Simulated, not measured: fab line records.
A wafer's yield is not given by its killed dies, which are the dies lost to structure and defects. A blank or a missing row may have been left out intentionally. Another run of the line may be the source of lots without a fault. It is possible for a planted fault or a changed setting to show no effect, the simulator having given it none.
Matching of chambers | flow n5-finfet | N5_BEOL_M4_ETCH_63 on rie-diel-05 has 4 sister chambers
The step etches SiARC in CF4, target depth 15.6 nm, time 26 s. 4 wafers are shown with their chamber, then 11 later ones without.

== EACH WAFER AND ITS CHAMBER ==
wafer  | chamber | showerhead-plenum-p-Torr (Torr)
L084.6 | 3       | 2.03
L086.4 | 1       | 2.11
L086.5 | 2       | 2.21
L090.2 | 0       | 2.20

== WAFERS WITH NO CHAMBER GIVEN ==
wafer  | showerhead-plenum-p-Torr (Torr)
L090.4 | 2.20
L090.6 | 2.10
L089.1 | 2.20
L089.3 | 2.21
L089.5 | 2.20
L091.1 | 2.28
L091.5 | 2.28
L091.6 | 2.21
L097.4 | 2.28
L097.5 | 2.19
L097.6 | 2.20

== WHICH CHAMBER EACH WENT THROUGH ==
wafer  | from the rows above          | in truth
L090.4 | can't be placed: 0 or 2      | 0
L090.6 | can't be placed: 1 or 3      | 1
L089.1 | can't be placed: 0 or 2      | 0
L089.3 | can't be placed: 2 or 0      | 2
L089.5 | can't be placed: 0 or 2      | 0
L091.1 | can't be placed: 2 or 0      | 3
L091.5 | can't be placed: 2 or 0      | 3
L091.6 | can't be placed: 2 or 0      | 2
L097.4 | can't be placed: 2 or 0      | 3
L097.5 | can't be placed: 0 or 2 or 1 | 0
L097.6 | can't be placed: 0 or 2      | 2
0 of 11 placed correctly. Cannot be placed on the basis of these rows: 11; the candidates contain the true chamber in 8. Placed wrongly: 0.
How it was worked out, from the rows above alone: a wafer's distance from a chamber is the root of the sum, over the readings, of the square of ((its reading less the chamber's mean) divided by the reading's scatter). The wafer belongs to the nearest chamber; if the next one is less than 2 further off, it can't be placed. The mean given for a chamber averages the wafers shown for that chamber. The scatter: root of mean squared gap, hidden wafer to nearest shown wafer, with one shown wafer a chamber.
